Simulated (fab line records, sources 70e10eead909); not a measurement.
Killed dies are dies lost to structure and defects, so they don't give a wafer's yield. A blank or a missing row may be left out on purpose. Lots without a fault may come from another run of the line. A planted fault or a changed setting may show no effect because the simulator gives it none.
Which tool did it? | flow nand_harc | 24 lots, 72 wafers sampled, at 6 steps of a route of 1159

WHAT THE GAUGES READ, wafer by wafer
The record holds no reading of a measuring or inspecting step that can be judged against a usual standard deviation.

WHICH TOOL RAN EACH LOT (tool, then ch and the chambers of the sampled wafers, then the start)
lot  | NHARC_A_STAIRCASE_TRIM_222                    | NHARC_A_STAIRCASE_ETCH_225                    | NHARC_A_STAIRCASE_ETCH_236                    | NHARC_A_STAIRCASE_STRIP_238          | NHARC_A_STAIRCASE_DESCUM_252       | NHARC_A_STAIRCASE_DEP_417
L075 | rie_diel-02 ch 0,3, day 11 18:10 or earlier   | rie_diel-02 ch 1,2,3, day 11 18:10 or earlier | rie_diel-08 ch 1,2,3, day 11 18:10 or earlier | plasma_asher-01 ch 0,1, day 11 18:10 | rie_diel-05 ch 0,2, day 11 19:40   | pecvd-03 ch 0,1,2, day 12 09:26
L074 | rie_diel-05 ch 1,2,3, day 11 20:40 or earlier | rie_diel-05 ch 1,2,3, day 11 20:40 or earlier | rie_diel-02 ch 0,1,2, day 11 20:40 or earlier | plasma_asher-01 ch 0,1, day 11 20:40 | rie_diel-05 ch 0,2,3, day 11 22:09 | pecvd-02 ch 0,1, day 12 14:38
L078 | rie_diel-05 ch 0,1,3, day 12 01:23 or earlier | rie_diel-05 ch 1,2, day 12 01:23 or earlier   | rie_diel-08 ch 2,3, day 12 01:23 or earlier   | plasma_asher-01 ch 0,1, day 12 01:23 | rie_diel-08 ch 1,2, day 12 02:45   | pecvd-03 ch 0,1,2, day 12 18:45
L076 | rie_diel-08 ch 0,1,2, day 12 01:38 or earlier | rie_diel-08 ch 0,1,3, day 12 01:38 or earlier | rie_diel-02 ch 1,2,3, day 12 01:38 or earlier | plasma_asher-02 ch 0,1, day 12 01:38 | rie_diel-05 ch 0,1,3, day 12 03:10 | pecvd-03 ch 0,1, day 12 18:10
L077 | rie_diel-02 ch 0,3, day 12 05:19 or earlier   | rie_diel-02 ch 0,1,3, day 12 05:19 or earlier | rie_diel-02 ch 0,1, day 12 05:19 or earlier   | plasma_asher-01 ch 0,1, day 12 05:19 | rie_diel-05 ch 0,2,3, day 12 06:37 | pecvd-02 ch 0,1,2, day 12 19:49
L079 | rie_diel-08 ch 0,2,3, day 12 05:48 or earlier | rie_diel-08 ch 0,2,3, day 12 05:48 or earlier | rie_diel-02 ch 2,3, day 12 05:48 or earlier   | plasma_asher-02 ch 0,1, day 12 05:48 | rie_diel-08 ch 0,2,3, day 12 07:10 | pecvd-03 ch 0,1,2, day 12 21:36
L080 | rie_diel-05 ch 0,2,3, day 12 09:38 or earlier | rie_diel-05 ch 0,1,2, day 12 09:38 or earlier | rie_diel-05 ch 0,3, day 12 09:38 or earlier   | plasma_asher-01 ch 1, day 12 09:38   | rie_diel-02 ch 0,2,3, day 12 11:08 | pecvd-02 ch 0,2, day 13 01:13
L081 | rie_diel-02 ch 0,1,3, day 12 23:59 or earlier | rie_diel-02 ch 0,1, day 12 23:59 or earlier   | rie_diel-08 ch 1,2, day 12 23:59 or earlier   | plasma_asher-02 ch 0,1, day 12 23:59 | rie_diel-08 ch 0,1,3, day 13 01:31 | pecvd-04 ch 1,2, day 13 17:21
L084 | rie_diel-02 ch 0,1,2, day 13 12:59 or earlier | rie_diel-02 ch 1,2,3, day 13 12:59 or earlier | rie_diel-08 ch 0,1,3, day 13 12:59 or earlier | plasma_asher-02 ch 0,1, day 13 12:59 | rie_diel-05 ch 2,3, day 13 14:28   | pecvd-04 ch 0,1,2, day 14 05:34
L083 | rie_diel-05 ch 2,3, day 13 14:05 or earlier   | rie_diel-05 ch 1,3, day 13 14:05 or earlier   | rie_diel-05 ch 0,1,2, day 13 14:05 or earlier | plasma_asher-01 ch 0,1, day 13 14:05 | rie_diel-02 ch 0,1,2, day 13 15:31 | pecvd-02 ch 0,2, day 14 09:52
L082 | rie_diel-02 ch 0,1,3, day 13 14:23 or earlier | rie_diel-02 ch 0,2, day 13 14:23 or earlier   | rie_diel-05 ch 0,1, day 13 14:23 or earlier   | plasma_asher-02 ch 0,1, day 13 14:23 | rie_diel-02 ch 0,2, day 13 15:53   | pecvd-03 ch 0,2, day 14 10:18
L087 | rie_diel-05 ch 1,3, day 14 07:23 or earlier   | rie_diel-05 ch 1,2,3, day 14 07:23 or earlier | rie_diel-05 ch 1,3, day 14 07:23 or earlier   | plasma_asher-01 ch 0,1, day 14 07:23 | rie_diel-08 ch 0,1, day 14 08:51   | pecvd-04 ch 0,2, day 14 22:40
L088 | rie_diel-08 ch 1,3, day 14 11:41 or earlier   | rie_diel-08 ch 0,2,3, day 14 11:41 or earlier | rie_diel-02 ch 1,2, day 14 11:41 or earlier   | plasma_asher-01 ch 0,1, day 14 11:41 | rie_diel-02 ch 1,2,3, day 14 13:08 | pecvd-04 ch 0,2, day 15 06:01
L085 | rie_diel-08 ch 0,1, day 14 12:20 or earlier   | rie_diel-08 ch 0,3, day 14 12:20 or earlier   | rie_diel-08 ch 0,3, day 14 12:20 or earlier   | plasma_asher-01 ch 0,1, day 14 12:20 | rie_diel-02 ch 2,3, day 14 13:50   | pecvd-04 ch 0,1,2, day 15 07:42
L086 | rie_diel-02 ch 1,2, day 14 12:37 or earlier   | rie_diel-02 ch 0,1,3, day 14 12:37 or earlier | rie_diel-08 ch 1,2, day 14 12:37 or earlier   | plasma_asher-02 ch 0,1, day 14 12:37 | rie_diel-08 ch 2,3, day 14 14:09   | pecvd-03 ch 0,2, day 15 09:22
L089 | rie_diel-05 ch 0,1,3, day 15 01:28 or earlier | rie_diel-05 ch 1,2, day 15 01:28 or earlier   | rie_diel-05 ch 1,2, day 15 01:28 or earlier   | plasma_asher-02 ch 0,1, day 15 01:28 | rie_diel-02 ch 1,2, day 15 02:54   | pecvd-02 ch 0,1,2, day 15 18:58
L091 | rie_diel-02 ch 1,2,3, day 15 06:50 or earlier | rie_diel-02 ch 1,2, day 15 06:50 or earlier   | rie_diel-08 ch 0,1,3, day 15 06:50 or earlier | plasma_asher-02 ch 0,1, day 15 06:50 | rie_diel-02 ch 1,3, day 15 08:19   | pecvd-02 ch 1,2, day 15 21:43
L090 | rie_diel-02 ch 0,1,2, day 15 11:49 or earlier | rie_diel-02 ch 0,2,3, day 15 11:49 or earlier | rie_diel-02 ch 0,2,3, day 15 11:49 or earlier | plasma_asher-01 ch 0,1, day 15 11:49 | rie_diel-08 ch 1,2, day 15 13:20   | pecvd-04 ch 0,1,2, day 16 04:11
L094 | rie_diel-08 ch 0,1,2, day 15 22:29 or earlier | rie_diel-08 ch 0,2, day 15 22:29 or earlier   | rie_diel-02 ch 0,2, day 15 22:29 or earlier   | plasma_asher-02 ch 0,1, day 15 22:29 | rie_diel-02 ch 0,1,2, day 15 23:55 | pecvd-03 ch 0,1,2, day 16 16:19
L092 | rie_diel-05 ch 1,2, day 15 23:48 or earlier   | rie_diel-05 ch 0,2,3, day 15 23:48 or earlier | rie_diel-02 ch 1,2,3, day 15 23:48 or earlier | plasma_asher-02 ch 0,1, day 15 23:48 | rie_diel-08 ch 0,1,3, day 16 01:13 | pecvd-03 ch 0,1, day 16 17:55
L093 | rie_diel-08 ch 0,1,3, day 16 00:26 or earlier | rie_diel-08 ch 0,2,3, day 16 00:26 or earlier | rie_diel-08 ch 0,1,3, day 16 00:26 or earlier | plasma_asher-01 ch 0,1, day 16 00:26 | rie_diel-08 ch 0,1,3, day 16 01:52 | pecvd-03 ch 1,2, day 16 17:41
L095 | rie_diel-05 ch 0,3, day 16 09:28 or earlier   | rie_diel-05 ch 0,1,2, day 16 09:28 or earlier | rie_diel-05 ch 1,2,3, day 16 09:28 or earlier | plasma_asher-02 ch 0,1, day 16 09:28 | rie_diel-05 ch 0,1,2, day 16 10:53 | pecvd-02 ch 0,1,2, day 17 02:50
L096 | rie_diel-02 ch 0,2,3, day 16 12:37 or earlier | rie_diel-02 ch 2,3, day 16 12:37 or earlier   | rie_diel-05 ch 1,2,3, day 16 12:37 or earlier | plasma_asher-02 ch 0,1, day 16 12:37 | rie_diel-08 ch 0,3, day 16 14:08   | pecvd-02 ch 0,1,2, day 17 04:49
L097 | rie_diel-08 ch 0,1,3, day 17 00:28 or earlier | rie_diel-08 ch 0,1, day 17 00:28 or earlier   | rie_diel-05 ch 0,1,2, day 17 00:28 or earlier | plasma_asher-01 ch 0,1, day 17 00:28 | rie_diel-05 ch 2,3, day 17 01:59   | pecvd-03 ch 0,2, day 17 16:44
- NHARC_A_STAIRCASE_TRIM_222: chemistry O2, time 211.2 s.
- NHARC_A_STAIRCASE_ETCH_225: etches the open film in C4F8/O2, target depth 100 nm, time 40.5 s.
- NHARC_A_STAIRCASE_ETCH_236: etches the open film in C4F8/O2, target depth 100 nm, time 40.5 s.
- NHARC_A_STAIRCASE_STRIP_238: strips in O2.
- NHARC_A_STAIRCASE_DESCUM_252: chemistry O2, time 3 s.
- NHARC_A_STAIRCASE_DEP_417: deposits Si3N4, target thk 60 nm.

WHAT THE TOOLS THEMSELVES READ (means of the sampled wafers that have a number; where no wafer has one, the mark that the record gives instead)
NHARC_A_STAIRCASE_TRIM_222. Usual: drypump_motor_current_A 5.8 A, standard deviation 0.51; oes_product_au 1.002 a.u., standard deviation 0.0098; rf_vpp_V 57.6 V, standard deviation 0.97; showerhead_plenum_p_Torr 3.47 Torr, standard deviation 0.15; throttle_valve_pct 17.035 %, standard deviation 0.0089.
lot  | tool        | drypump_motor_current_A (A) | oes_product_au (a.u.) | rf_vpp_V (V) | showerhead_plenum_p_Torr (Torr) | throttle_valve_pct (%) | flag
L075 | rie_diel-02 | 5.4                         | 1.003                 | 57.2         | 3.56                            | 17.035                 |
L074 | rie_diel-05 | 5.7                         | 1.010                 | 58.0         | 3.55                            | 17.036                 |
L078 | rie_diel-05 | 5.6                         | 0.997                 | 57.0         | 3.39                            | 17.040                 |
L076 | rie_diel-08 | 6.2                         | 1.005                 | 57.4         | 3.31                            | 17.042                 |
L077 | rie_diel-02 | 5.4                         | 1.003                 | 58.0         | 3.55                            | 17.033                 |
L079 | rie_diel-08 | 6.0                         | 1.015                 | 56.4         | 3.36                            | 17.036                 |
L080 | rie_diel-05 | 5.7                         | 1.002                 | 57.9         | 3.51                            | 17.028                 |
L081 | rie_diel-02 | 5.6                         | 1.007                 | 57.5         | 3.54                            | 17.036                 |
L084 | rie_diel-02 | 5.9                         | 0.995                 | 58.3         | 3.46                            | 17.033                 |
L083 | rie_diel-05 | 5.8                         | 1.000                 | 58.6         | 3.66                            | 17.038                 |
L082 | rie_diel-02 | 5.6                         | 1.003                 | 57.9         | 3.54                            | 17.042                 |
L087 | rie_diel-05 | 5.6                         | 1.007                 | 57.6         | 3.41                            | 17.039                 |
L088 | rie_diel-08 | 6.3                         | 0.992                 | 56.7         | 3.37                            | 17.042                 |
L085 | rie_diel-08 | 6.1                         | 1.008                 | 57.9         | 3.32                            | 17.027                 |
L086 | rie_diel-02 | 5.7                         | 0.997                 | 57.3         | 3.43                            | 17.029                 |
L089 | rie_diel-05 | 5.6                         | 1.002                 | 57.4         | 3.37                            | 17.043                 |
L091 | rie_diel-02 | 5.4                         | 1.007                 | 57.2         | 3.50                            | 17.041                 |
L090 | rie_diel-02 | 5.9                         | 0.999                 | 57.7         | 3.46                            | 17.034                 |
L094 | rie_diel-08 | 6.1                         | 0.999                 | 57.4         | 3.48                            | 17.036                 |
L092 | rie_diel-05 | 6.2                         | 1.018                 | 57.1         | 3.64                            | 17.035                 |
L093 | rie_diel-08 | 6.1                         | 0.996                 | 57.6         | 3.36                            | 17.037                 |
L095 | rie_diel-05 | 5.2                         | 1.001                 | 56.5         | 3.38                            | 17.030                 |
L096 | rie_diel-02 | 5.6                         | 1.011                 | 57.1         | 3.46                            | 17.034                 |
L097 | rie_diel-08 | 6.1                         | 1.001                 | 57.6         | 3.35                            | 17.040                 |

NHARC_A_STAIRCASE_ETCH_225. Usual: oes_product_au 0.945 a.u., standard deviation 0.012; rf_vpp_V 894 V, standard deviation 5.5.
lot  | tool        | oes_product_au (a.u.) | rf_vpp_V (V) | flag
L075 | rie_diel-02 | 0.935                 | 897          |
L074 | rie_diel-05 | 0.948                 | 896          |
L078 | rie_diel-05 | 0.950                 | 896          |
L076 | rie_diel-08 | 0.938                 | 890          |
L077 | rie_diel-02 | 0.943                 | 897          |
L079 | rie_diel-08 | 0.959                 | 890          |
L080 | rie_diel-05 | 0.951                 | 895          |
L081 | rie_diel-02 | 0.937                 | 895          |
L084 | rie_diel-02 | 0.943                 | 896          |
L083 | rie_diel-05 | 0.966                 | 891          |
L082 | rie_diel-02 | 0.933                 | 891          |
L087 | rie_diel-05 | 0.953                 | 896          |
L088 | rie_diel-08 | 0.941                 | 896          |
L085 | rie_diel-08 | 0.951                 | 892          |
L086 | rie_diel-02 | 0.950                 | 896          |
L089 | rie_diel-05 | 0.945                 | 896          |
L091 | rie_diel-02 | 0.937                 | 895          |
L090 | rie_diel-02 | 0.941                 | 893          |
L094 | rie_diel-08 | 0.941                 | 894          |
L092 | rie_diel-05 | 0.945                 | 894          |
L093 | rie_diel-08 | 0.944                 | 895          |
L095 | rie_diel-05 | 0.952                 | 894          |
L096 | rie_diel-02 | 0.956                 | 892          |
L097 | rie_diel-08 | 0.944                 | 888          |

NHARC_A_STAIRCASE_ETCH_236. Usual: oes_product_au 0.944 a.u., standard deviation 0.012; rf_vpp_V 893 V, standard deviation 5.6.
lot  | tool        | oes_product_au (a.u.) | rf_vpp_V (V) | flag
L075 | rie_diel-08 | 0.936                 | 889          |
L074 | rie_diel-02 | 0.938                 | 895          |
L078 | rie_diel-08 | 0.949                 | 892          |
L076 | rie_diel-02 | 0.932                 | 896          |
L077 | rie_diel-02 | 0.944                 | 895          |
L079 | rie_diel-02 | 0.943                 | 896          |
L080 | rie_diel-05 | 0.940                 | 890          |
L081 | rie_diel-08 | 0.952                 | 887          |
L084 | rie_diel-08 | 0.955                 | 891          |
L083 | rie_diel-05 | 0.940                 | 896          |
L082 | rie_diel-05 | 0.934                 | 890          |
L087 | rie_diel-05 | 0.939                 | 892          |
L088 | rie_diel-02 | 0.954                 | 892          |
L085 | rie_diel-08 | 0.949                 | 889          |
L086 | rie_diel-08 | 0.933                 | 895          |
L089 | rie_diel-05 | 0.955                 | 897          |
L091 | rie_diel-08 | 0.939                 | 891          |
L090 | rie_diel-02 | 0.948                 | 894          |
L094 | rie_diel-02 | 0.949                 | 891          |
L092 | rie_diel-02 | 0.944                 | 895          |
L093 | rie_diel-08 | 0.939                 | 889          |
L095 | rie_diel-05 | 0.947                 | 896          |
L096 | rie_diel-05 | 0.948                 | 897          |
L097 | rie_diel-05 | 0.948                 | 894          |

NHARC_A_STAIRCASE_STRIP_238. Usual: drypump_motor_current_A 5.68 A, standard deviation 0.27; heater_power_w 322 W, standard deviation 16.
lot  | tool            | drypump_motor_current_A (A) | heater_power_w (W) | flag
L075 | plasma_asher-01 | 5.47                        | 316                |
L074 | plasma_asher-01 | 5.48                        | 322                |
L078 | plasma_asher-01 | 5.45                        | 330                |
L076 | plasma_asher-02 | 5.84                        | 315                |
L077 | plasma_asher-01 | 5.43                        | 324                |
L079 | plasma_asher-02 | 5.82                        | 314                |
L080 | plasma_asher-01 | 5.48                        | 311                |
L081 | plasma_asher-02 | 5.98                        | 325                |
L084 | plasma_asher-02 | 5.98                        | 324                |
L083 | plasma_asher-01 | 5.45                        | 329                |
L082 | plasma_asher-02 | 5.84                        | 311                |
L087 | plasma_asher-01 | 5.43                        | 333                |
L088 | plasma_asher-01 | 5.46                        | 330                |
L085 | plasma_asher-01 | 5.43                        | 334                |
L086 | plasma_asher-02 | 5.98                        | 324                |
L089 | plasma_asher-02 | 5.84                        | 319                |
L091 | plasma_asher-02 | 5.85                        | 318                |
L090 | plasma_asher-01 | 5.46                        | 315                |
L094 | plasma_asher-02 | 5.86                        | 312                |
L092 | plasma_asher-02 | 5.85                        | 319                |
L093 | plasma_asher-01 | 5.45                        | 333                |
L095 | plasma_asher-02 | 5.85                        | 308                |
L096 | plasma_asher-02 | 5.98                        | 316                |
L097 | plasma_asher-01 | 5.45                        | 331                |

NHARC_A_STAIRCASE_DESCUM_252. Usual: drypump_motor_current_A 5.8 A, standard deviation 0.48; oes_product_au 1.002 a.u., standard deviation 0.01; rf_vpp_V 57.7 V, standard deviation 0.89; showerhead_plenum_p_Torr 1.88 Torr, standard deviation 0.09; throttle_valve_pct 11.312 %, standard deviation 0.0093.
lot  | tool        | drypump_motor_current_A (A) | oes_product_au (a.u.) | rf_vpp_V (V) | showerhead_plenum_p_Torr (Torr) | throttle_valve_pct (%) | flag
L075 | rie_diel-05 | 6.2                         | 1.013                 | 57.6         | 1.97                            | 11.308                 |
L074 | rie_diel-05 | 5.7                         | 0.998                 | 58.4         | 1.91                            | 11.314                 |
L078 | rie_diel-08 | 6.4                         | 1.004                 | 57.4         | 1.79                            | 11.306                 |
L076 | rie_diel-05 | 5.5                         | 1.007                 | 58.2         | 1.83                            | 11.318                 |
L077 | rie_diel-05 | 5.7                         | 0.997                 | 57.4         | 1.90                            | 11.312                 |
L079 | rie_diel-08 | 6.0                         | 1.012                 | 57.7         | 1.82                            | 11.311                 |
L080 | rie_diel-02 | 5.6                         | 0.996                 | 57.6         | 1.89                            | 11.310                 |
L081 | rie_diel-08 | 6.1                         | 1.012                 | 57.9         | 1.82                            | 11.300                 |
L084 | rie_diel-05 | 5.8                         | 1.006                 | 58.5         | 1.99                            | 11.317                 |
L083 | rie_diel-02 | 5.9                         | 0.996                 | 57.4         | 1.88                            | 11.304                 |
L082 | rie_diel-02 | 6.1                         | 1.002                 | 57.9         | 1.85                            | 11.310                 |
L087 | rie_diel-08 | 6.3                         | 1.004                 | 57.1         | 1.79                            | 11.310                 |
L088 | rie_diel-02 | 5.4                         | 1.004                 | 57.5         | 1.90                            | 11.313                 |
L085 | rie_diel-02 | 5.4                         | 0.993                 | 57.0         | 1.86                            | 11.311                 |
L086 | rie_diel-08 | 6.0                         | 0.995                 | 57.3         | 1.94                            | 11.316                 |
L089 | rie_diel-02 | 5.7                         | 1.003                 | 57.5         | 1.86                            | 11.321                 |
L091 | rie_diel-02 | 5.4                         | 1.003                 | 57.5         | 1.94                            | 11.310                 |
L090 | rie_diel-08 | 6.2                         | 1.005                 | 58.5         | 1.98                            | 11.318                 |
L094 | rie_diel-02 | 5.9                         | 1.000                 | 56.9         | 1.87                            | 11.318                 |
L092 | rie_diel-08 | 6.1                         | 0.998                 | 57.6         | 1.81                            | 11.313                 |
L093 | rie_diel-08 | 6.1                         | 0.993                 | 57.7         | 1.81                            | 11.307                 |
L095 | rie_diel-05 | 6.1                         | 0.998                 | 57.9         | 1.89                            | 11.318                 |
L096 | rie_diel-08 | 5.9                         | 1.000                 | 57.4         | 1.81                            | 11.308                 |
L097 | rie_diel-05 | 5.3                         | 0.994                 | 57.4         | 1.92                            | 11.312                 |

NHARC_A_STAIRCASE_DEP_417. Usual: heater_power_w 698 W, standard deviation 90.
lot  | tool     | heater_power_w (W) | flag
L075 | pecvd-03 | 667                |
L074 | pecvd-02 | 808                |
L078 | pecvd-03 | 731                |
L076 | pecvd-03 | 618                |
L077 | pecvd-02 | 744                |
L079 | pecvd-03 | 714                |
L080 | pecvd-02 | 683                |
L081 | pecvd-04 | 783                |
L084 | pecvd-04 | 653                |
L083 | pecvd-02 | 695                |
L082 | pecvd-03 | 731                |
L087 | pecvd-04 | 590                |
L088 | pecvd-04 | 617                |
L085 | pecvd-04 | 624                |
L086 | pecvd-03 | 700                |
L089 | pecvd-02 | 738                |
L091 | pecvd-02 | 759                |
L090 | pecvd-04 | 699                |
L094 | pecvd-03 | 671                |
L092 | pecvd-03 | 652                |
L093 | pecvd-03 | 652                |
L095 | pecvd-02 | 716                |
L096 | pecvd-02 | 712                |
L097 | pecvd-03 | 735                |

THE ANSWER, worked out from the rows above alone
Rule: a lot is off if the mean of its wafers that have a number lies more than 3 standard deviations from the usual mean. A lot without any number at a reading at which 4 lots or more have one is off too. The other lots that the step has rows for count as sound. The gauges are gone through in route order, then the tools' own readings, and for those a lot's mean is taken as printed above. The first step at which some lot is off is used, and at that step the reading that is off furthest; a lot without a number counts as furthest.
No lot is off at any reading shown: from this, nothing can be told.

WHAT THE SIMULATOR HAD PUT IN
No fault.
